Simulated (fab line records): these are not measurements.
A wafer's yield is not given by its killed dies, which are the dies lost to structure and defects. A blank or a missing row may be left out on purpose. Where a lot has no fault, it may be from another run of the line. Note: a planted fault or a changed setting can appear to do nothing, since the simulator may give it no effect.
Comparing a struck lot with a sound one ; flow n5Finfet ; 34 steps out of a route of 1938
Sound: wafers L887.1, L887.4, L887.5. The struck wafers were L899.1, L899.3. The cause is named last.
Order at every step that has rows: each side's tool, ch and its chambers, its first start. Under that, the readings that differ: sound wafers ; struck wafers ; difference of the means ; sigmas: that difference in standard deviations of wafers without a fault.
alike: readings whose means differ by less than 2 such deviations, and words and numbers that are the same on both sides. not compared: withheld readings, readings that some wafer has no value for, bounds like >300 that may hide the same value, and numbers for which the record gives no deviation and whose values overlap.
The two part at a step that has a row with sigmas, a row that says differs or no value, or rows on one side only. Numbers that don't overlap but have no deviation are shown without sigmas and don't part them. Lack of a reading on every wafer of one side parts them only where that side has two or more wafers.

first, 4 steps without rows for these wafers: N5_FIN_CUT_STRIP_22 (strips in N2/H2); N5_FIN_CUT_PRECLEAN_36 (cleans in O3/DIW, time 60 s); N5_FIN_CUT_SRD_32 (time 30 s); N5_FIN_CUT_UV_OZONE_34 (time 120 s).
N5_FIN_CUT_INSPECT_17: inspects for defects (brightfield).
  sound on defectInspect-02, day 3 11:10; struck on defectInspect-02, day 6 11:59
  alike: rawDefectCount
N5_STI_FIN_REVEAL_ALD_00: deposits SiO2, target thk 1 nm, pulse time 1 s.
  sound on aldSin-04 ch 1,3, day 3 11:16; struck on aldSin-01 ch 1,3, day 6 12:01
  alike: heaterPowerW, precursorPulseHeightRel
N5_STI_FIN_REVEAL_ALD_14: deposits Si3N4, target thk 3 nm.
  sound on aldSin-04 ch 1,3, day 3 11:19; struck on aldSin-01 ch 1,3, day 6 12:04
  alike: heaterPowerW
then, 2 steps without rows for these wafers: N5_STI_FIN_REVEAL_FCVD_FILL_01 (material SiO2 flowable, target thk 312 nm, time 512.2 s); N5_STI_FIN_REVEAL_DENSIFY_02 (time 1800 s).
N5_STI_FIN_REVEAL_CMP_04: polishes, stops on Si3N4, t overpolish 4 s, target thk 131.83 nm.
  sound on cmp-04 ch 0,2,3, day 3 17:29; struck on cmp-02 ch 1,2, day 6 17:09
  alike: motorCurrentA, overpolishRunS, retainingRingPressureFrac, timeToEndpointS
N5_STI_FIN_REVEAL_THK_MEAS_05:
  sound on filmMetro-01, day 3 17:43; struck on filmMetro-02, day 6 17:24
reading;sound;struck;difference;sigmas
thkNm (nm);132.3 132.6 133.7;129.4 130.2;-3.1;-2
then, 1 step without rows for these wafers: N5_STI_FIN_REVEAL_DENSIFY_30.
N5_STI_FIN_REVEAL_ETCHBACK_08: etches SiO2 in C4F6/O2, target depth 30.5 nm, time 10.167 s.
  sound on rieDiel-03 ch 1,3, day 3 17:57; struck on rieDiel-01 ch 0,3, day 6 17:45
reading;sound;struck;difference;sigmas
chamberPressureMTorr (mTorr);30.043 30.006 30.031;29.911 29.992;-0.075;-3
  alike: biasW, drypumpMotorCurrentA, mfcArSccm, oesProductAu, rfFwdPowerW, rfVppV, showerheadPlenumPTorr, throttleValvePct
  not compared: rfHoursCounterH
then, 8 steps without rows for these wafers: N5_STI_FIN_REVEAL_STRIP_24 (strips in N2/H2, time 90 s); N5_STI_FIN_REVEAL_PRECLEAN_25 (cleans in SPM, time 90 s); N5_STI_FIN_REVEAL_PRECLEAN_26 (cleans in SC1, time 45 s); N5_STI_FIN_REVEAL_PRECLEAN_29 (cleans in DHF, time 30 s); N5_STI_FIN_REVEAL_SRD_12 (time 30 s); N5_STI_FIN_REVEAL_RECESS_09 (chemistry HF/NH3, target SiO2, afs cycles 11, target depth 42.5 nm, sublimation time 60 s); N5_STI_FIN_REVEAL_STRIP_16 (strips SiNx in H3PO4, target depth 23.8 nm); N5_STI_FIN_REVEAL_PRECLEAN_17 (cleans in NF3:NH3, afs cycles 1, time 20 s, sublimation time 60 s).
N5_STI_FIN_REVEAL_ETCH_34: etches Si in H2, material Si, target depth 0.97 nm.
  sound on rieSi-05 ch 1,3, day 3 20:22; struck on rieSi-06 ch 0,3, day 6 20:06
reading;sound;struck;difference;sigmas
rfFwdPowerW (W);297.9 298.3 299.2;297.8 294.2;-2.5;-2
  alike: chamberPressureMTorr, drypumpMotorCurrentA, oesProductAu, throttleValvePct
  not compared: rfHoursCounterH
then, 4 steps without rows for these wafers: N5_STI_FIN_REVEAL_OXIDATION_31 (chemistry O2 PLASMA REMOTE, time 20 s); N5_STI_FIN_REVEAL_PRECLEAN_32 (cleans in NF3:NH3, afs cycles 1, time 20 s, sublimation time 60 s); N5_STI_FIN_REVEAL_STRIP_35 (strips Si3N4 in H3PO4, target depth 4 nm, time 39 s); N5_STI_FIN_REVEAL_SRD_21 (time 30 s).
N5_STI_FIN_REVEAL_OXIDATION_33: chemistry O2 PLASMA REMOTE, time 20 s.
  sound on plasmaAsher-02 ch 0,1, day 3 20:47; struck on plasmaAsher-02 ch 1, day 6 20:31
  alike: chamberPressureMTorr, drypumpMotorCurrentA, heaterPowerW, rfFwdPowerW
  not compared: rfHoursCounterH
then, 2 steps without rows for these wafers: N5_STI_FIN_REVEAL_CLEAN_19 (cleans in O3/DIW, time 120 s); N5_STI_FIN_REVEAL_SRD_23 (time 30 s).
N5_STI_FIN_REVEAL_CD_MEAS_22: target cd 6.238 nm, pitch 28 nm.
  sound on cdSem-01, day 3 20:57; struck on cdSem-01, day 6 20:41
  alike: cdNm
N5_STI_FIN_REVEAL_FIN_H_MEAS_10:
  sound on ocd-01, day 3 20:59; struck on ocd-01, day 6 20:43
reading;sound;struck;difference;sigmas
trenchDepthNm (nm);52.5 52.3 52.9;54.4 54.7;+2.0;+2
then, 1 step without rows for these wafers: N5_STI_FIN_REVEAL_PRECLEAN_18 (cleans in SC2, time 45 s).
-- here the record skips 6 days between the struck wafers' starts before and after, leaving off in module STI_FIN_REVEAL and picking up in module BEOL_M4 (first step shown: number 1111 of the route) --
N5_BEOL_M4_RC_MEAS_101:
  sound on prober-02 ch 0, day 8 23:47; struck on prober-01 ch 0, day 12 19:22
  alike: DIBL_N, DIBL_P, IOFF_N, IOFF_P, ION_N, ION_P, SS_N, SS_P, VT_N, VT_P
-- a jump in the record: the struck wafers' starts before and after are 5 days apart (it breaks off in module BEOL_M4 and resumes in module PASSIVATION, where the first step shown is number 1936 of the route) --
N5_PASSIVATION_PROBE_49:
  the record has rows for the struck wafers here (prober-02, day 17 13:36) and none for the sound ones

## WHERE THEY PART
First at N5_STI_FIN_REVEAL_THK_MEAS_05; last, within this record, at N5_PASSIVATION_PROBE_49.

WHY: the cause the simulator had injected
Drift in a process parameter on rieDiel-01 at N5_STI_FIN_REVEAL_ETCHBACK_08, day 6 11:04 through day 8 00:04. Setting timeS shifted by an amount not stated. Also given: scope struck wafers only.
